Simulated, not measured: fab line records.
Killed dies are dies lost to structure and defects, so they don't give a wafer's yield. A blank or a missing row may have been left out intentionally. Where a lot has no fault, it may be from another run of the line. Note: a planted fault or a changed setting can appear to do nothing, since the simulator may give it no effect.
A struck lot beside a sound one :: flow nand_harc :: 14 out of 1302 route steps
Sound: the wafers L509.1, L509.4, L509.6. Struck: wafer L522.4; the same lot's L522.3 was not struck, so it is left out; see the end for the cause.
Each step with rows lists, per side, the tool, then ch with its chambers, then its first start. Under that, the readings that differ: sound wafers :: struck wafers :: difference of the means :: sigmas: that difference in standard deviations of wafers without a fault.
alike: a reading whose means differ by less than 2 such deviations, as well as words and numbers matching on both sides. not compared: withheld readings; readings where some wafer has no value; bounds like >300 that might hide an equal value; numbers whose values overlap and for which the record gives no deviation.
Wherever a step has rows on one side only, a row that says differs or no value, or a row with sigmas, the two part there. Numbers that don't overlap but have no deviation are shown without sigmas and don't part them. Lack of a reading on every wafer of one side parts them only where that side has two or more wafers.

first, 2 steps without rows for these wafers: NHARC_A_SOURCE_PLATE_CVD_03 (deposits poly-Si, target thk 200 nm, time 4000 s); NHARC_A_SOURCE_PLATE_ANNEAL_05 (time 1800 s).
NHARC_A_SOURCE_PLATE_THK_MEAS_06: measures by ellipsometry.
  sound on film_metro-02, day 8 16:05; struck on film_metro-02, day 13 19:17
  alike: thk_nm
NHARC_A_SOURCE_PLATE_INSPECT_08:
  sound on defect_inspect-01, day 8 16:08; struck on defect_inspect-02, day 13 19:21
  alike: raw_defect_count
following that, 1 step holds no rows for these wafers, namely NHARC_A_ONON_D1_DEP_00 (target thickness 1000 nm).
NHARC_A_ONON_D1_THK_MEAS_02: measures by ellipsometry.
  sound on film_metro-02, day 8 16:43; struck on film_metro-02, day 13 19:56
  alike: thk_nm
following that, 1 step holds no rows for these wafers, namely NHARC_A_ONON_D1_DEP_03 (target thickness 1000 nm).
NHARC_A_ONON_D1_THK_MEAS_05: measures by ellipsometry.
  sound on film_metro-01, day 8 17:17; struck on film_metro-01, day 13 20:29
  alike: thk_nm
following that, 1 step holds no rows for these wafers, namely NHARC_A_ONON_D1_DEP_06 (target thickness 1000 nm).
NHARC_A_ONON_D1_THK_MEAS_08: measures by ellipsometry.
  sound on film_metro-01, day 8 17:51; struck on film_metro-02, day 13 21:04
  alike: thk_nm
NHARC_A_ONON_D1_DEP_09: target thk 1000 nm.
  sound on pecvd_onon-03 ch 0, day 8 17:55; struck on pecvd_onon-03 ch 0, day 13 21:14
  alike: n2o_flow_sccm, nh3_flow_sccm, susceptor_temp_C
NHARC_A_ONON_D1_THK_MEAS_11: measures by ellipsometry.
  sound on film_metro-01, day 8 18:25; struck on film_metro-02, day 13 21:38
reading: thk_nm (nm)
sound: 1002 1002 1000
struck: 1714
difference: +713
sigmas: +59
following that, 1 step holds no rows for these wafers, namely NHARC_A_ONON_D1_DEP_12 (target thickness 1000 nm).
-- the record jumps here: 17 days lie between the struck wafers' starts before and after (it left off in module A_ONON_D1 and takes up again in module END, whose first step shown is number 1302 of the route) --
NHARC_END_SORT_01:
  here the record holds rows for the struck wafers (prober-02 ch 0, day 30 23:20) but none for the sound ones

WHERE THEY PART
Earliest at NHARC_A_ONON_D1_THK_MEAS_11; latest, in this record, at NHARC_END_SORT_01.

WHY: the cause the simulator had injected
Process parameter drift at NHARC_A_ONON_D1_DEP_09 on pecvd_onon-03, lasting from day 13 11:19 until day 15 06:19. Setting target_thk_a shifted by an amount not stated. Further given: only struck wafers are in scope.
